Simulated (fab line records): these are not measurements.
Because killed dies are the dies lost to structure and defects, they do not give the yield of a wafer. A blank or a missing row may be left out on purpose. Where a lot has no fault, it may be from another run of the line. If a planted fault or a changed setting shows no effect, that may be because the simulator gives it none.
Which tool was responsible? :: flow n5-finfet :: 6 lots with 18 wafers sampled at 9 steps, on a route of 1938 steps

## WHAT THE GAUGES READ, wafer by wafer
N5_BEOL_M4_RC_MEAS_101. Usual: DIBL_N 36.0 mV/V, standard deviation 1.8; DIBL_P 36.3 mV/V, standard deviation 2.4; IOFF_N 0.16 nA/um, standard deviation 0.035; IOFF_P 0.21 nA/um, standard deviation 0.036; ION_N 673 uA/um, standard deviation 13; ION_P 461 uA/um, standard deviation 7.2; SS_N 71.4 mV/dec, standard deviation 0.6; SS_P 73.2 mV/dec, standard deviation 0.7; VT_N 250 mV, standard deviation 4; VT_P -250.9 mV, standard deviation 2.9.
lot: L317
measured: day 9 10:52
on: prober-02
DIBL_N (mV/V): 33.9 37.5 35.4
DIBL_P (mV/V): 34.9 37.1 36.2
IOFF_N (nA/um): 0.13 0.19 0.15
IOFF_P (nA/um): 0.17 0.20 0.19
ION_N (uA/um): 674 668 678
ION_P (uA/um): 461 455 470
SS_N (mV/dec): 70.4 72.0 71.5
SS_P (mV/dec): 73.2 73.4 73.2
VT_N (mV): 254 248 249
VT_P (mV): -250.4 -251.0 -250.7
flag: 

lot: L319
measured: day 9 23:12
on: prober-01
DIBL_N (mV/V): 35.3 35.7 32.9
DIBL_P (mV/V): 37.0 36.7 34.1
IOFF_N (nA/um): 0.15 0.15 0.11
IOFF_P (nA/um): 0.20 0.20 0.16
ION_N (uA/um): 675 666 668
ION_P (uA/um): 464 459 465
SS_N (mV/dec): 71.0 71.3 71.0
SS_P (mV/dec): 73.5 73.3 72.7
VT_N (mV): 249 253 255
VT_P (mV): -252.4 -251.4 -253.0
flag: 

lot: L330
measured: day 12 16:12
on: prober-02
DIBL_N (mV/V): 35.5 34.0 36.1
DIBL_P (mV/V): 37.7 35.7 37.6
IOFF_N (nA/um): 0.18 0.14 0.17
IOFF_P (nA/um): 0.22 0.19 0.23
ION_N (uA/um): 683 682 680
ION_P (uA/um): 467 469 457
SS_N (mV/dec): 70.6 71.1 71.8
SS_P (mV/dec): 73.8 72.9 73.7
VT_N (mV): 247 251 247
VT_P (mV): -248.6 -251.5 -248.3
flag: 

lot: L331
measured: day 12 22:46
on: prober-01
DIBL_N (mV/V): 37.1 35.1 37.7
DIBL_P (mV/V): 38.5 35.2 38.7
IOFF_N (nA/um): 0.16 0.12 0.17
IOFF_P (nA/um): 0.23 0.20 0.24
ION_N (uA/um): 678 664 680
ION_P (uA/um): 465 463 470
SS_N (mV/dec): 71.7 71.3 71.9
SS_P (mV/dec): 73.3 72.1 73.4
VT_N (mV): 251 257 250
VT_P (mV): -248.7 -251.2 -249.4
flag: 

lot: L336
measured: day 14 06:26
on: prober-01
DIBL_N (mV/V): 37.2 37.9 39.3
DIBL_P (mV/V): 37.1 36.6 38.0
IOFF_N (nA/um): 0.16 0.16 0.20
IOFF_P (nA/um): 0.21 0.21 0.25
ION_N (uA/um): 673 681 687
ION_P (uA/um): 457 461 464
SS_N (mV/dec): 71.4 72.1 72.2
SS_P (mV/dec): 73.4 74.0 73.7
VT_N (mV): 250 250 247
VT_P (mV): -252.4 -252.9 -246.7
flag: 

lot: L335
measured: day 14 07:43
on: prober-02
DIBL_N (mV/V): 37.5 37.7 36.6
DIBL_P (mV/V): 39.3 39.7 38.0
IOFF_N (nA/um): 0.18 0.18 0.16
IOFF_P (nA/um): 0.24 0.25 0.23
ION_N (uA/um): 691 680 685
ION_P (uA/um): 475 471 474
SS_N (mV/dec): 71.0 72.0 71.1
SS_P (mV/dec): 73.8 74.1 73.4
VT_N (mV): 246 247 246
VT_P (mV): -246.5 -247.2 -248.1
flag: 

N5_BEOL_M11_CD_MEAS_28 targets a cd of 70 nm. Usual: cd-nm 69.9 nm, standard deviation 0.97.
lot: L317
measured: day 12 02:11
on: cd-sem-01
cd-nm (nm): 70.1 70.1 69.6
flag: 

lot: L319
measured: day 12 18:10
on: cd-sem-02
cd-nm (nm): 69.6 70.2 71.0
flag: 

lot: L330
measured: day 15 14:23
on: cd-sem-02
cd-nm (nm): 71.0 69.7 72.2
flag: 

lot: L331
measured: day 15 20:16
on: cd-sem-03
cd-nm (nm): 69.7 68.5 69.3
flag: 

lot: L336
measured: day 17 08:55
on: cd-sem-01
cd-nm (nm): 69.1 69.9 70.3
flag: 

lot: L335
measured: day 17 06:21
on: cd-sem-02
cd-nm (nm): 69.2 69.8 71.5
flag: 

N5_BEOL_M11_OCD_MEAS_38. Usual: trench-depth-nm 147.9 nm, standard deviation 1.9.
lot: L317
measured: day 12 03:04
on: ocd-01
trench-depth-nm (nm): 148.1 147.1 149.5
flag: 

lot: L319
measured: day 12 18:47
on: ocd-01
trench-depth-nm (nm): 148.5 149.3 149.1
flag: 

lot: L330
measured: day 15 15:10
on: ocd-01
trench-depth-nm (nm): 152.0 95.7 147.9
flag: OFF

lot: L331
measured: day 15 20:51
on: ocd-01
trench-depth-nm (nm): 97.2 152.9 146.1
flag: OFF

lot: L336
measured: day 17 09:30
on: ocd-01
trench-depth-nm (nm): 150.3 147.3 147.0
flag: 

lot: L335
measured: day 17 06:56
on: ocd-02
trench-depth-nm (nm): 148.0 144.8 145.3
flag: 

N5_BEOL_M11_THK_MEAS_53: measures by xrf. Usual: M11_THK typically reads 138.8 nm, with standard deviation 2.1.
lot: L317
measured: day 12 06:28
on: film-metro-01
M11_THK (nm): 137.7 137.7 140.7
flag: 

lot: L319
measured: day 12 22:50
on: film-metro-01
M11_THK (nm): 140.4 138.7 139.6
flag: 

lot: L330
measured: day 15 17:52
on: film-metro-01
M11_THK (nm): 142.5 85.0 139.9
flag: OFF

lot: L331
measured: day 15 23:10
on: film-metro-01
M11_THK (nm): 86.9 144.2 138.0
flag: OFF

lot: L336
measured: day 17 11:50
on: film-metro-02
M11_THK (nm): 139.3 136.9 136.4
flag: 

lot: L335
measured: day 17 10:56
on: film-metro-02
M11_THK (nm): 139.2 136.7 134.9
flag: 

N5_BEOL_M11_RS_MEAS_57: the measuring method here is four-point-probe. Usual: M11_RS typically reads 0.1518 ohm/sq, with standard deviation 0.0025.
lot: L317
measured: day 12 06:36
on: film-metro-02
M11_RS (ohm/sq): 0.1529 0.1529 0.1488
flag: 

lot: L319
measured: day 12 22:58
on: film-metro-01
M11_RS (ohm/sq): 0.1500 0.1523 0.1509
flag: 

lot: L330
measured: day 15 17:59
on: film-metro-02
M11_RS (ohm/sq): 0.1479 0.2635 0.1501
flag: OFF

lot: L331
measured: day 15 23:19
on: film-metro-01
M11_RS (ohm/sq): 0.2566 0.1451 0.1531
flag: OFF

lot: L336
measured: day 17 11:57
on: film-metro-01
M11_RS (ohm/sq): 0.1516 0.1537 0.1547
flag: 

lot: L335
measured: day 17 11:05
on: film-metro-01
M11_RS (ohm/sq): 0.1517 0.1552 0.1573
flag: 

N5_BEOL_M15_RC_MEAS_101. Usual: COMB_M10 1.58e-11 S/m, standard deviation 2.6e-12; COMB_M12 7e-12 S/m, standard deviation 1.5e-12; COMB_M13 5.5e-12 S/m, standard deviation 1.2e-12; COMB_M13_max_site 7.5e-12 S/m, standard deviation 1.9e-12; COMB_M14 4.3e-12 S/m, standard deviation 9.2e-13; COMB_M15 3.2e-12 S/m, standard deviation 6.1e-13; COMB_M5 3.8e-11 S/m, standard deviation 8.2e-12; COMB_M6 2.6e-11 S/m, standard deviation 5.4e-12; COMB_M7 2.6e-11 S/m, standard deviation 4.9e-12; COMB_M8 2.6e-11 S/m, standard deviation 5.3e-12; COMB_M9 1.47e-11 S/m, standard deviation 2.8e-12; SERP_M10 3.03 ohm/um, standard deviation 0.07; SERP_M11 3.08 ohm/um, standard deviation 0.072; SERP_M11_max_site 3.16 ohm/um, standard deviation 0.082; SERP_M12 0.636 ohm/um, standard deviation 0.014; SERP_M13 0.312 ohm/um, standard deviation 0.0054; SERP_M14 0.161 ohm/um, standard deviation 0.0035; SERP_M14_max_site 0.163 ohm/um, standard deviation 0.0036; SERP_M5 39.4 ohm/um, standard deviation 1.4; SERP_M6 13.8 ohm/um, standard deviation 0.53; SERP_M7 13.9 ohm/um, standard deviation 0.58; SERP_M8 13.8 ohm/um, standard deviation 0.52; SERP_M9 3.08 ohm/um, standard deviation 0.077.
lot: L317
measured: day 13 05:48
on: prober-01
COMB_M10 (S/m): 1.34e-11 1.62e-11 1.37e-11
COMB_M12 (S/m): 6.9e-12 8.8e-12 7.8e-12
COMB_M13 (S/m): 4.1e-12 4.6e-12 5.6e-12
COMB_M13_max_site (S/m): 5.3e-12 6.3e-12 7.4e-12
COMB_M14 (S/m): 4.1e-12 3.5e-12 3.4e-12
COMB_M15 (S/m): 2.3e-12 3e-12 3.2e-12
COMB_M5 (S/m): 4.5e-11 5e-11 3.9e-11
COMB_M6 (S/m): 2e-11 3.1e-11 2.7e-11
COMB_M7 (S/m): 2.5e-11 2.4e-11 3.5e-11
COMB_M8 (S/m): 2.6e-11 2.4e-11 2.5e-11
COMB_M9 (S/m): 1.52e-11 1.33e-11 1.36e-11
SERP_M10 (ohm/um): 3.07 3.00 3.09
SERP_M11 (ohm/um): 3.06 3.07 3.07
SERP_M11_max_site (ohm/um): 3.11 3.28 3.10
SERP_M12 (ohm/um): 0.627 0.636 0.636
SERP_M13 (ohm/um): 0.310 0.308 0.313
SERP_M14 (ohm/um): 0.157 0.158 0.154
SERP_M14_max_site (ohm/um): 0.159 0.160 0.156
SERP_M5 (ohm/um): 38.2 39.8 39.9
SERP_M6 (ohm/um): 13.8 13.9 13.0
SERP_M7 (ohm/um): 14.5 13.8 13.9
SERP_M8 (ohm/um): 13.9 15.0 14.3
SERP_M9 (ohm/um): 3.17 3.23 3.22
flag: 

lot: L319
measured: day 13 22:49
on: prober-01
COMB_M10 (S/m): 1.75e-11 1.96e-11 1.75e-11
COMB_M12 (S/m): 4.9e-12 8e-12 5.7e-12
COMB_M13 (S/m): 4.9e-12 5.9e-12 6e-12
COMB_M13_max_site (S/m): 8.1e-12 8.7e-12 9.2e-12
COMB_M14 (S/m): 3.2e-12 2.8e-12 2.8e-12
COMB_M15 (S/m): 3.9e-12 2.9e-12 3.2e-12
COMB_M5 (S/m): 3.4e-11 3.3e-11 3.8e-11
COMB_M6 (S/m): 2.2e-11 2.6e-11 2.6e-11
COMB_M7 (S/m): 3.1e-11 2.4e-11 2.6e-11
COMB_M8 (S/m): 2.8e-11 3.2e-11 3e-11
COMB_M9 (S/m): 1.38e-11 1.36e-11 1.3e-11
SERP_M10 (ohm/um): 2.98 3.02 2.93
SERP_M11 (ohm/um): 3.07 3.16 3.08
SERP_M11_max_site (ohm/um): 3.21 3.28 3.16
SERP_M12 (ohm/um): 0.642 0.648 0.632
SERP_M13 (ohm/um): 0.316 0.318 0.311
SERP_M14 (ohm/um): 0.167 0.160 0.168
SERP_M14_max_site (ohm/um): 0.168 0.163 0.172
SERP_M5 (ohm/um): 37.6 38.7 37.9
SERP_M6 (ohm/um): 13.9 13.3 13.5
SERP_M7 (ohm/um): 14.0 14.3 15.1
SERP_M8 (ohm/um): 13.4 13.6 13.2
SERP_M9 (ohm/um): 2.99 3.02 3.05
flag: 

lot: L330
measured: day 16 16:32
on: prober-02
COMB_M10 (S/m): 1.8e-11 1.71e-11 1.45e-11
COMB_M12 (S/m): 6.8e-12 6.3e-12 8.4e-12
COMB_M13 (S/m): 7.7e-12 9.4e-12 6.9e-12
COMB_M13_max_site (S/m): 9e-12 1.36e-11 8.6e-12
COMB_M14 (S/m): 5e-12 4.7e-12 5.2e-12
COMB_M15 (S/m): 3.2e-12 4.1e-12 3.7e-12
COMB_M5 (S/m): 4.2e-11 3e-11 3.8e-11
COMB_M6 (S/m): 2.5e-11 1.8e-11 2.5e-11
COMB_M7 (S/m): 2.5e-11 3.5e-11 2.2e-11
COMB_M8 (S/m): 2.3e-11 2.7e-11 2e-11
COMB_M9 (S/m): 1.31e-11 1.74e-11 1.75e-11
SERP_M10 (ohm/um): 2.93 2.96 3.08
SERP_M11 (ohm/um): 2.99 5.21 3.08
SERP_M11_max_site (ohm/um): 3.05 5.37 3.17
SERP_M12 (ohm/um): 0.665 0.646 0.653
SERP_M13 (ohm/um): 0.322 0.313 0.316
SERP_M14 (ohm/um): 0.162 0.153 0.162
SERP_M14_max_site (ohm/um): 0.165 0.154 0.165
SERP_M5 (ohm/um): 38.2 38.4 37.9
SERP_M6 (ohm/um): 13.6 13.9 13.8
SERP_M7 (ohm/um): 13.6 13.0 14.1
SERP_M8 (ohm/um): 12.9 13.2 13.5
SERP_M9 (ohm/um): 3.17 3.07 3.03
flag: OFF

lot: L331
measured: day 17 03:53
on: prober-02
COMB_M10 (S/m): 1.44e-11 1.3e-11 1.32e-11
COMB_M12 (S/m): 7.8e-12 7.8e-12 6.8e-12
COMB_M13 (S/m): 4.5e-12 5.3e-12 5.4e-12
COMB_M13_max_site (S/m): 6e-12 6.2e-12 7.4e-12
COMB_M14 (S/m): 5.6e-12 5.2e-12 3e-12
COMB_M15 (S/m): 3.8e-12 3.3e-12 3.8e-12
COMB_M5 (S/m): 3e-11 3.7e-11 3.3e-11
COMB_M6 (S/m): 2.7e-11 1.8e-11 3.7e-11
COMB_M7 (S/m): 2.9e-11 2.3e-11 2.6e-11
COMB_M8 (S/m): 2.7e-11 3.3e-11 2.1e-11
COMB_M9 (S/m): 1.68e-11 1.42e-11 1.75e-11
SERP_M10 (ohm/um): 3.11 3.01 2.92
SERP_M11 (ohm/um): 5.25 2.91 3.04
SERP_M11_max_site (ohm/um): 5.34 2.96 3.21
SERP_M12 (ohm/um): 0.619 0.611 0.623
SERP_M13 (ohm/um): 0.307 0.311 0.322
SERP_M14 (ohm/um): 0.158 0.157 0.157
SERP_M14_max_site (ohm/um): 0.158 0.159 0.159
SERP_M5 (ohm/um): 38.2 38.5 39.0
SERP_M6 (ohm/um): 14.7 14.2 13.9
SERP_M7 (ohm/um): 14.0 14.3 13.8
SERP_M8 (ohm/um): 13.3 14.3 14.1
SERP_M9 (ohm/um): 3.08 3.03 3.02
flag: OFF

lot: L336
measured: day 18 14:25
on: prober-02
COMB_M10 (S/m): 1.8e-11 1.7e-11 1.46e-11
COMB_M12 (S/m): 8.2e-12 7.2e-12 8e-12
COMB_M13 (S/m): 6.7e-12 4.6e-12 5.6e-12
COMB_M13_max_site (S/m): 9.4e-12 7.3e-12 7.8e-12
COMB_M14 (S/m): 6.3e-12 5.8e-12 4.5e-12
COMB_M15 (S/m): 3.1e-12 2.9e-12 3.7e-12
COMB_M5 (S/m): 3.4e-11 5.3e-11 3.3e-11
COMB_M6 (S/m): 2.6e-11 2.9e-11 1.7e-11
COMB_M7 (S/m): 2.1e-11 2.8e-11 2.5e-11
COMB_M8 (S/m): 2.2e-11 2.6e-11 2.3e-11
COMB_M9 (S/m): 1.48e-11 2.11e-11 1.93e-11
SERP_M10 (ohm/um): 2.90 2.97 2.91
SERP_M11 (ohm/um): 3.02 3.05 3.07
SERP_M11_max_site (ohm/um): 3.20 3.10 3.14
SERP_M12 (ohm/um): 0.626 0.601 0.648
SERP_M13 (ohm/um): 0.313 0.311 0.310
SERP_M14 (ohm/um): 0.158 0.162 0.161
SERP_M14_max_site (ohm/um): 0.161 0.163 0.162
SERP_M5 (ohm/um): 39.1 37.8 39.7
SERP_M6 (ohm/um): 14.3 13.5 13.8
SERP_M7 (ohm/um): 15.1 14.9 14.2
SERP_M8 (ohm/um): 13.8 13.5 13.7
SERP_M9 (ohm/um): 3.09 3.03 2.99
flag: 

lot: L335
measured: day 18 13:47
on: prober-01
COMB_M10 (S/m): 1.87e-11 1.49e-11 1.62e-11
COMB_M12 (S/m): 5.1e-12 5.4e-12 6e-12
COMB_M13 (S/m): 5e-12 4.2e-12 3.6e-12
COMB_M13_max_site (S/m): 5.8e-12 6.2e-12 5.6e-12
COMB_M14 (S/m): 4.1e-12 3.8e-12 4.4e-12
COMB_M15 (S/m): 3.2e-12 3.6e-12 3.2e-12
COMB_M5 (S/m): 2.9e-11 2.5e-11 2.9e-11
COMB_M6 (S/m): 3e-11 1.4e-11 2.4e-11
COMB_M7 (S/m): 1.8e-11 2.2e-11 2.2e-11
COMB_M8 (S/m): 2.8e-11 2.2e-11 2.3e-11
COMB_M9 (S/m): 1.29e-11 1.39e-11 1.43e-11
SERP_M10 (ohm/um): 3.12 3.11 3.23
SERP_M11 (ohm/um): 3.09 3.24 3.20
SERP_M11_max_site (ohm/um): 3.22 3.30 3.35
SERP_M12 (ohm/um): 0.644 0.654 0.664
SERP_M13 (ohm/um): 0.315 0.308 0.310
SERP_M14 (ohm/um): 0.160 0.165 0.163
SERP_M14_max_site (ohm/um): 0.161 0.166 0.164
SERP_M5 (ohm/um): 41.0 40.7 39.9
SERP_M6 (ohm/um): 14.4 14.5 14.6
SERP_M7 (ohm/um): 13.3 13.5 13.5
SERP_M8 (ohm/um): 12.8 13.8 13.2
SERP_M9 (ohm/um): 3.06 3.12 2.93
flag: 

## WHICH TOOL RAN EACH LOT (tool, then ch and the chambers of the sampled wafers, then the start)
lot: L317
N5_BEOL_M11_STRIP_67: rie-diel-02 ch 0,1,3, day 12 00:49
N5_BEOL_M11_ETCH_66: rie-diel-02 ch 0,2,3, day 12 02:39
N5_BEOL_M11_TRENCH_ETCH_37: rie-diel-02 ch 0,2,3, day 12 02:53

lot: L319
N5_BEOL_M11_STRIP_67: rie-diel-02 ch 1,2, day 12 16:53
N5_BEOL_M11_ETCH_66: rie-diel-02 ch 0,2, day 12 18:22
N5_BEOL_M11_TRENCH_ETCH_37: rie-diel-02 ch 0,2, day 12 18:35

lot: L330
N5_BEOL_M11_STRIP_67: rie-diel-03 ch 0,1, day 15 12:08
N5_BEOL_M11_ETCH_66: rie-diel-02 ch 0,1,3, day 15 14:45
N5_BEOL_M11_TRENCH_ETCH_37: rie-diel-02 ch 0,1,3, day 15 14:59

lot: L331
N5_BEOL_M11_STRIP_67: rie-diel-03 ch 1,3, day 15 18:52
N5_BEOL_M11_ETCH_66: rie-diel-02 ch 1,2,3, day 15 20:26
N5_BEOL_M11_TRENCH_ETCH_37: rie-diel-02 ch 1,2,3, day 15 20:40

lot: L336
N5_BEOL_M11_STRIP_67: rie-diel-03 ch 0,1,3, day 17 07:11
N5_BEOL_M11_ETCH_66: rie-diel-03 ch 1,2, day 17 09:05
N5_BEOL_M11_TRENCH_ETCH_37: rie-diel-03 ch 1,2, day 17 09:19

lot: L335
N5_BEOL_M11_STRIP_67: rie-diel-02 ch 0,1,2, day 17 05:48
N5_BEOL_M11_ETCH_66: rie-diel-03 ch 1,3, day 17 06:32
N5_BEOL_M11_TRENCH_ETCH_37: rie-diel-03 ch 1,3, day 17 06:45
- N5_BEOL_M11_STRIP_67: strips in CF4.
- N5_BEOL_M11_ETCH_66: etches SOC in N2/H2, target depth 120 nm, overetch 24 nm, time 180 s.
- N5_BEOL_M11_TRENCH_ETCH_37: etches SiCOH lowk in C4F6/O2, target depth 148.83 nm, time 48 s.

## AS READ BY THE TOOLS THEMSELVES (means over the sampled wafers that have a number; for cases with no such wafer, the mark the record gives instead)
N5_BEOL_M11_STRIP_67. Usual: chamber-pressure-mTorr 49.99 mTorr, standard deviation 0.086; drypump-motor-current-A 5.7 A, standard deviation 0.37; oes-product-au 0.78 a.u., standard deviation 0.082; rf-vpp-V 270.8 V, standard deviation 1.5; showerhead-plenum-p-Torr 1.78 Torr, standard deviation 0.053; throttle-valve-pct 13.59 %, standard deviation 0.28.
lot: L317
tool: rie-diel-02
chamber-pressure-mTorr (mTorr): 50.05
drypump-motor-current-A (A): 5.6
oes-product-au (a.u.): 0.86
rf-vpp-V (V): 270.8
showerhead-plenum-p-Torr (Torr): 1.76
throttle-valve-pct (%): 13.47
flag: 

lot: L319
tool: rie-diel-02
chamber-pressure-mTorr (mTorr): 50.01
drypump-motor-current-A (A): 6.2
oes-product-au (a.u.): 0.86
rf-vpp-V (V): 270.9
showerhead-plenum-p-Torr (Torr): 1.76
throttle-valve-pct (%): 13.36
flag: 

lot: L330
tool: rie-diel-03
chamber-pressure-mTorr (mTorr): 50.01
drypump-motor-current-A (A): 5.8
oes-product-au (a.u.): 0.78
rf-vpp-V (V): 269.5
showerhead-plenum-p-Torr (Torr): 1.74
throttle-valve-pct (%): 13.42
flag: 

lot: L331
tool: rie-diel-03
chamber-pressure-mTorr (mTorr): 49.98
drypump-motor-current-A (A): 5.6
oes-product-au (a.u.): 0.70
rf-vpp-V (V): 270.6
showerhead-plenum-p-Torr (Torr): 1.82
throttle-valve-pct (%): 13.68
flag: 

lot: L336
tool: rie-diel-03
chamber-pressure-mTorr (mTorr): 50.02
drypump-motor-current-A (A): 5.7
oes-product-au (a.u.): 0.73
rf-vpp-V (V): 270.4
showerhead-plenum-p-Torr (Torr): 1.78
throttle-valve-pct (%): 13.58
flag: 

lot: L335
tool: rie-diel-02
chamber-pressure-mTorr (mTorr): 49.94
drypump-motor-current-A (A): 5.9
oes-product-au (a.u.): 0.81
rf-vpp-V (V): 270.6
showerhead-plenum-p-Torr (Torr): 1.77
throttle-valve-pct (%): 13.47
flag: 

N5_BEOL_M11_ETCH_66. Usual: bias-w 150.0 W, standard deviation 0.45; chamber-pressure-mTorr 29.999 mTorr, standard deviation 0.026; drypump-motor-current-A 5.7 A, standard deviation 0.4; oes-product-au 0.63 a.u., standard deviation 0.07; rf-vpp-V 523.5 V, standard deviation 2.6; run-length-s 203.4 s, standard deviation 0.37; showerhead-plenum-p-Torr 2.53 Torr, standard deviation 0.088; temp-c 40.01 C, standard deviation 0.11; throttle-valve-pct 17.83 %, standard deviation 0.22.
lot: L317
tool: rie-diel-02
bias-w (W): 150.0
chamber-pressure-mTorr (mTorr): 29.979
drypump-motor-current-A (A): 5.5
oes-product-au (a.u.): 0.64
rf-vpp-V (V): 523.1
run-length-s (s): 203.3
showerhead-plenum-p-Torr (Torr): 2.52
temp-c (C): 39.99
throttle-valve-pct (%): 18.02
flag: 

lot: L319
tool: rie-diel-02
bias-w (W): 149.7
chamber-pressure-mTorr (mTorr): 29.994
drypump-motor-current-A (A): 5.8
oes-product-au (a.u.): 0.64
rf-vpp-V (V): 523.8
run-length-s (s): 203.4
showerhead-plenum-p-Torr (Torr): 2.56
temp-c (C): 40.05
throttle-valve-pct (%): 18.02
flag: 

lot: L330
tool: rie-diel-02
bias-w (W): 150.3
chamber-pressure-mTorr (mTorr): 30.001
drypump-motor-current-A (A): 5.6
oes-product-au (a.u.): 0.74
rf-vpp-V (V): 524.3
run-length-s (s): 203.1
showerhead-plenum-p-Torr (Torr): 2.60
temp-c (C): 40.04
throttle-valve-pct (%): 17.65
flag: 

lot: L331
tool: rie-diel-02
bias-w (W): 150.3
chamber-pressure-mTorr (mTorr): 29.993
drypump-motor-current-A (A): 5.7
oes-product-au (a.u.): 0.70
rf-vpp-V (V): 525.2
run-length-s (s): 203.4
showerhead-plenum-p-Torr (Torr): 2.57
temp-c (C): 40.06
throttle-valve-pct (%): 17.81
flag: 

lot: L336
tool: rie-diel-03
bias-w (W): 149.7
chamber-pressure-mTorr (mTorr): 30.016
drypump-motor-current-A (A): 5.9
oes-product-au (a.u.): 0.59
rf-vpp-V (V): 520.7
run-length-s (s): 203.6
showerhead-plenum-p-Torr (Torr): 2.45
temp-c (C): 39.96
throttle-valve-pct (%): 17.94
flag: 

lot: L335
tool: rie-diel-03
bias-w (W): 150.3
chamber-pressure-mTorr (mTorr): 29.985
drypump-motor-current-A (A): 5.6
oes-product-au (a.u.): 0.56
rf-vpp-V (V): 525.4
run-length-s (s): 203.3
showerhead-plenum-p-Torr (Torr): 2.59
temp-c (C): 40.05
throttle-valve-pct (%): 17.85
flag: 

N5_BEOL_M11_TRENCH_ETCH_37. Usual: bias-w 185.0 W, standard deviation 0.53; chamber-pressure-mTorr 30.003 mTorr, standard deviation 0.027; drypump-motor-current-A 5.7 A, standard deviation 0.4; mfc-ar-sccm 299.9 sccm, standard deviation 0.9; oes_ar_750_au 0.78 a.u., standard deviation 0.085; oes_o_777_au 0.78 a.u., standard deviation 0.085; oes-product-au 0.78 a.u., standard deviation 0.089; rf-vpp-V 667 V, standard deviation 12; run-length-s 71.3 s, standard deviation 0.35; showerhead-plenum-p-Torr 2.84 Torr, standard deviation 0.095; throttle-valve-pct 20.95 %, standard deviation 0.17.
lot: L317
tool: rie-diel-02
bias-w (W): 184.6
chamber-pressure-mTorr (mTorr): 30.009
drypump-motor-current-A (A): 5.5
mfc-ar-sccm (sccm): 300.4
oes_ar_750_au (a.u.): 0.80
oes_o_777_au (a.u.): 0.80
oes-product-au (a.u.): 0.79
rf-vpp-V (V): 667
run-length-s (s): 71.1
showerhead-plenum-p-Torr (Torr): 2.81
throttle-valve-pct (%): 21.06
flag: 

lot: L319
tool: rie-diel-02
bias-w (W): 184.4
chamber-pressure-mTorr (mTorr): 30.033
drypump-motor-current-A (A): 5.8
mfc-ar-sccm (sccm): 300.2
oes_ar_750_au (a.u.): 0.80
oes_o_777_au (a.u.): 0.80
oes-product-au (a.u.): 0.80
rf-vpp-V (V): 669
run-length-s (s): 71.3
showerhead-plenum-p-Torr (Torr): 2.87
throttle-valve-pct (%): 21.10
flag: 

lot: L330
tool: rie-diel-02
bias-w (W): 185.9
chamber-pressure-mTorr (mTorr): 29.995
drypump-motor-current-A (A): 5.6
mfc-ar-sccm (sccm): 300.1
oes_ar_750_au (a.u.): 0.92
oes_o_777_au (a.u.): 0.92
oes-product-au (a.u.): 0.91
rf-vpp-V (V): 667
run-length-s (s): 65.4
showerhead-plenum-p-Torr (Torr): 2.90
throttle-valve-pct (%): 20.80
flag: OFF

lot: L331
tool: rie-diel-02
bias-w (W): 185.4
chamber-pressure-mTorr (mTorr): 30.012
drypump-motor-current-A (A): 5.7
mfc-ar-sccm (sccm): 300.5
oes_ar_750_au (a.u.): 0.86
oes_o_777_au (a.u.): 0.86
oes-product-au (a.u.): 0.86
rf-vpp-V (V): 665
run-length-s (s): 65.7
showerhead-plenum-p-Torr (Torr): 2.89
throttle-valve-pct (%): 21.01
flag: OFF

lot: L336
tool: rie-diel-03
bias-w (W): 185.4
chamber-pressure-mTorr (mTorr): 30.001
drypump-motor-current-A (A): 5.9
mfc-ar-sccm (sccm): 299.0
oes_ar_750_au (a.u.): 0.72
oes_o_777_au (a.u.): 0.71
oes-product-au (a.u.): 0.72
rf-vpp-V (V): 670
run-length-s (s): 71.6
showerhead-plenum-p-Torr (Torr): 2.75
throttle-valve-pct (%): 20.99
flag: 

lot: L335
tool: rie-diel-03
bias-w (W): 185.2
chamber-pressure-mTorr (mTorr): 29.966
drypump-motor-current-A (A): 5.6
mfc-ar-sccm (sccm): 300.3
oes_ar_750_au (a.u.): 0.69
oes_o_777_au (a.u.): 0.69
oes-product-au (a.u.): 0.69
rf-vpp-V (V): 662
run-length-s (s): 71.1
showerhead-plenum-p-Torr (Torr): 2.89
throttle-valve-pct (%): 20.96
flag: 

## THE ANSWER, worked out from the rows above alone
Rule: take the mean of a lot's wafers that have a number; if it is more than 3 standard deviations from the usual mean, the lot is off. Also off: a lot with no number at a reading for which 4 or more lots have one. All remaining lots with rows at the step are treated as sound. Order of review: gauges by route order, followed by the tools' own readings, for which a lot's mean as printed above is used. At the first step where some lot is off, the reading lying furthest off is the one used; lots without a number count as furthest.
Off: L330, L331, at N5_BEOL_M11_OCD_MEAS_38 (trench-depth-nm).
If a tool, at a process step before that reading, ran all the lots that are off and no sound lot after the first of them, it fits. The gauges at N5_BEOL_M11_OCD_MEAS_38 aren't tried: what is off there is off at N5_BEOL_M11_THK_MEAS_53 too, on other tools, and a gauge's error can't cause that. One fits: rie-diel-02 at N5_BEOL_M11_ETCH_66 and N5_BEOL_M11_TRENCH_ETCH_37. At N5_BEOL_M11_ETCH_66 its last sound lot is L319 (day 12 18:22), its first lot that is off L330 (day 15 14:45): a fault that began between those two fits.

## WHAT THE SIMULATOR PUT IN
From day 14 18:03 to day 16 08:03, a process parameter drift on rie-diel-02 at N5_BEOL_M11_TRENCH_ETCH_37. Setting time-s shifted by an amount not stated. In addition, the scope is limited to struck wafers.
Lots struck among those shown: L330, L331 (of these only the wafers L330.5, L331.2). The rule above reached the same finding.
